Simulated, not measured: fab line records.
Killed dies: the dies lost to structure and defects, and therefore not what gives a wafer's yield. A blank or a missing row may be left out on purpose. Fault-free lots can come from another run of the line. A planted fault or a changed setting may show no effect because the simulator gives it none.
Chamber matching || flow n5-finfet || N5_BEOL_M5_CURE_79 on uv-cure-03: 3 sister chambers
The step cures SiCOH lowk, time 240 s. 16 wafers are shown with their chamber, then 8 later ones without.

== WAFERS PAIRED WITH THEIR CHAMBERS ==
{"wafer": "L074.1", "chamber": 1, "wafer_temp_C_max": 386.2, "lamp-power-pct (%)": 52.31}
{"wafer": "L074.2", "chamber": 1, "wafer_temp_C_max": 386.3, "lamp-power-pct (%)": 52.33}
{"wafer": "L074.3", "chamber": 1, "wafer_temp_C_max": 386.3, "lamp-power-pct (%)": 52.38}
{"wafer": "L078.2", "chamber": 2, "wafer_temp_C_max": 387.2, "lamp-power-pct (%)": 52.27}
{"wafer": "L078.5", "chamber": 2, "wafer_temp_C_max": 388.1, "lamp-power-pct (%)": 52.32}
{"wafer": "L078.6", "chamber": 2, "wafer_temp_C_max": 387.6, "lamp-power-pct (%)": 52.27}
{"wafer": "L080.1", "chamber": 1, "wafer_temp_C_max": 386.8, "lamp-power-pct (%)": 52.25}
{"wafer": "L080.2", "chamber": 1, "wafer_temp_C_max": 386.4, "lamp-power-pct (%)": 52.21}
{"wafer": "L080.6", "chamber": 1, "wafer_temp_C_max": 386.3, "lamp-power-pct (%)": 52.30}
{"wafer": "L081.1", "chamber": 1, "wafer_temp_C_max": 386.5, "lamp-power-pct (%)": 52.30}
{"wafer": "L081.3", "chamber": 1, "wafer_temp_C_max": 386.2, "lamp-power-pct (%)": 52.33}
{"wafer": "L081.6", "chamber": 1, "wafer_temp_C_max": 386.4, "lamp-power-pct (%)": 52.35}
{"wafer": "L085.1", "chamber": 0, "wafer_temp_C_max": 386.9, "lamp-power-pct (%)": 52.34}
{"wafer": "L085.2", "chamber": 0, "wafer_temp_C_max": 386.7, "lamp-power-pct (%)": 52.30}
{"wafer": "L085.6", "chamber": 0, "wafer_temp_C_max": 386.6, "lamp-power-pct (%)": 52.31}
{"wafer": "L088.1", "chamber": 1, "wafer_temp_C_max": 385.9, "lamp-power-pct (%)": 52.28}

SIGNATURES (averages over the wafers above)
{"reading": "wafer_temp_C_max", "chamber 0": 386.733, "chamber 1": 386.330, "chamber 2": 387.633, "scatter within a chamber": 0.268}
{"reading": "lamp-power-pct", "chamber 0": 52.3167, "chamber 1": 52.3040, "chamber 2": 52.2867, "scatter within a chamber": 0.0431}
Rule: distance of a wafer from a chamber = root of the sum over the readings of ((wafer's reading minus chamber's mean) / reading's scatter) squared. The wafer belongs to the nearest chamber; if the next one is less than 2 further off, it can't be placed. The scatter is the square root of a quotient: the sum, over the shown wafers, of each reading's squared deviation from its chamber's mean, divided by wafers minus chambers.

== WAFERS WHOSE CHAMBER IS MISSING ==
{"wafer": "L088.2", "wafer_temp_C_max": 385.8, "lamp-power-pct (%)": 52.30}
{"wafer": "L088.5", "wafer_temp_C_max": 386.3, "lamp-power-pct (%)": 52.31}
{"wafer": "L095.2", "wafer_temp_C_max": 386.6, "lamp-power-pct (%)": 52.33}
{"wafer": "L095.5", "wafer_temp_C_max": 386.4, "lamp-power-pct (%)": 52.25}
{"wafer": "L095.6", "wafer_temp_C_max": 386.8, "lamp-power-pct (%)": 52.34}
{"wafer": "L097.2", "wafer_temp_C_max": 387.4, "lamp-power-pct (%)": 52.34}
{"wafer": "L097.4", "wafer_temp_C_max": 388.3, "lamp-power-pct (%)": 52.46}
{"wafer": "L097.6", "wafer_temp_C_max": 388.2, "lamp-power-pct (%)": 52.34}

== WHICH CHAMBER EACH WENT THROUGH ==
{"wafer": "L088.2", "from the rows above": "can't be placed: 1 or 0", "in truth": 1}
{"wafer": "L088.5", "from the rows above": "can't be placed: 1 or 0", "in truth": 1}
{"wafer": "L095.2", "from the rows above": "can't be placed: 0 or 1", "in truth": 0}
{"wafer": "L095.5", "from the rows above": "can't be placed: 1 or 0", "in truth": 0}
{"wafer": "L095.6", "from the rows above": "can't be placed: 0 or 1", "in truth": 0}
{"wafer": "L097.2", "from the rows above": "can't be placed: 2 or 0", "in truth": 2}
{"wafer": "L097.4", "from the rows above": "can't be placed: 2 or 0", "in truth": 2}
{"wafer": "L097.6", "from the rows above": 2, "in truth": 2}
Correct placement for 1 of the 8. Unplaceable from these rows: 7, with the true chamber sitting among the candidates in 7. Wrongly placed: 0.
